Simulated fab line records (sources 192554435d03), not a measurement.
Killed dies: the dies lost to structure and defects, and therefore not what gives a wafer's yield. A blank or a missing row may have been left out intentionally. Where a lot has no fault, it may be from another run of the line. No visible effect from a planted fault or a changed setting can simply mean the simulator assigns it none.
Struck lot and sound lot, side by side    flow n5 finfet    15 steps out of a route of 1938
Sound: the wafers L865.4, L865.5, L865.6. Wafers L871.1, L871.2, L871.4 were the ones struck. The cause is named last.
For every step that has rows: the tool of each side, followed by ch and its chambers, followed by its first start. Under that, the readings that differ: sound wafers    struck wafers    difference of the means    sigmas: that difference in standard deviations of wafers without a fault.
alike: words and numbers the same on both sides, and readings whose means are apart by under 2 such deviations; not compared: readings that were withheld, readings missing a value for some wafer, numbers with overlapping values and no deviation given by the record, and bounds like >300 which may hide the same value.
The two part at a step that has a row with sigmas, a row that says differs or no value, or rows on one side only. Numbers that don't overlap but have no deviation are shown without sigmas and don't part them. A reading that every wafer of one side lacks parts them only if that side has two wafers or more.

first, 8 steps without rows for these wafers: N5_BEOL_M6_COAT_64 (time 60 s, resist thk 12 nm); N5_BEOL_M6_COAT_71 (time 60 s, resist thk 5 nm); N5_BEOL_M6_COAT_22 (resist thk 30 nm); N5_BEOL_M6_EBR_24; N5_BEOL_M6_SOFTBAKE_23 (time 60 s); N5_BEOL_M6_EXPOSE_25 (exposes mask V5, target cd 40 nm); N5_BEOL_M6_PEB_26 (peb time 60 s); N5_BEOL_M6_DEVELOP_27 (develop time 30 s).
N5_BEOL_M6_CD_MEAS_28: the cd target is 40 nm.
  sound on cd sem-03 ch 0, day 12 10:34; struck on cd sem-03 ch 0, day 13 09:43
  alike: cd nm
N5_BEOL_M6_OVL_MEAS_29:
  sound on overlay-01 ch 0, day 12 10:36; struck on overlay-01 ch 0, day 13 09:45
  alike: V5_OVL
N5_BEOL_M6_INSPECT_30: inspects for defects (brightfield).
  sound: defect inspect-01 at day 12 10:38; struck: defect inspect-01 at day 13 09:48
  alike: raw defect count
N5_BEOL_M6_DESCUM_33: chemistry O2, time 7 s.
  sound on rie diel-04 ch 1,2,3, day 12 10:55; struck on rie diel-03 ch 1,2,3, day 13 10:12
  alike: drypump motor current A, oes product au, rf vpp V, showerhead plenum p Torr, throttle valve pct
  not compared: rf hours counter h
N5_BEOL_M6_ETCH_72: etches underlayer in N2/H2, target depth 6.5 nm, time 5.2 s.
  sound on rie diel-04 ch 1,2,3, day 12 10:57; struck on rie diel-03 ch 1,2,3, day 13 10:14
  no value came back on the struck wafers for any of 8 readings (bias w (W), chamber pressure mTorr (mTorr) and others); on the sound wafers bias w (W) reads 149.8 150.6 151.0
  not compared: rf hours counter h
N5_BEOL_M6_ETCH_65: etches SiARC in CF4, target depth 15.6 nm, time 26 s.
  sound on rie diel-04 ch 1,2,3, day 12 10:58; struck on rie diel-03 ch 1,2,3, day 13 10:15
  alike: bias w, cf4 flow sccm, drypump motor current A, etch rf on time s, oes product au, rf vpp V, showerhead plenum p Torr, throttle valve pct
  not compared: rf hours counter h
-- the record jumps here: 4 days lie between the struck wafers' starts before and after (it left off in module BEOL_M6 and takes up again in module PASSIVATION, whose first step shown is number 1936 of the route) --
N5_PASSIVATION_PROBE_49:
  sound: prober-01 at day 16 03:22; struck: prober-02 at day 17 01:08
reading                   sound           struck          difference  sigmas
defect limited yield (%)  89.5 91.6 88.7  93.1 92.6 93.7  +3.2        +2
killed dies               124 99 133      82 87 74        -38         -2
killed open               83 66 93        59 42 48        -31         -2
sort_bin_6_memory (%)     3.9 3.7 4.1     3.0 2.4 2.5     -1.3        -2
  alike: killed_at_M0_to_M3, killed_at_M4_up, killed at contacts, killed at front end, killed at other, killed short, sort_bin_5_function, sort_bin_8_speed, sort n pass, sort yield pct

WHERE THEY PART
At N5_BEOL_M6_ETCH_72 first; at N5_PASSIVATION_PROBE_49 last (within this record only).

WHY: the cause the simulator had injected
Beginning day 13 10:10, the whole step at N5_BEOL_M6_ETCH_72 was skipped on rie diel-03. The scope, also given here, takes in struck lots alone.
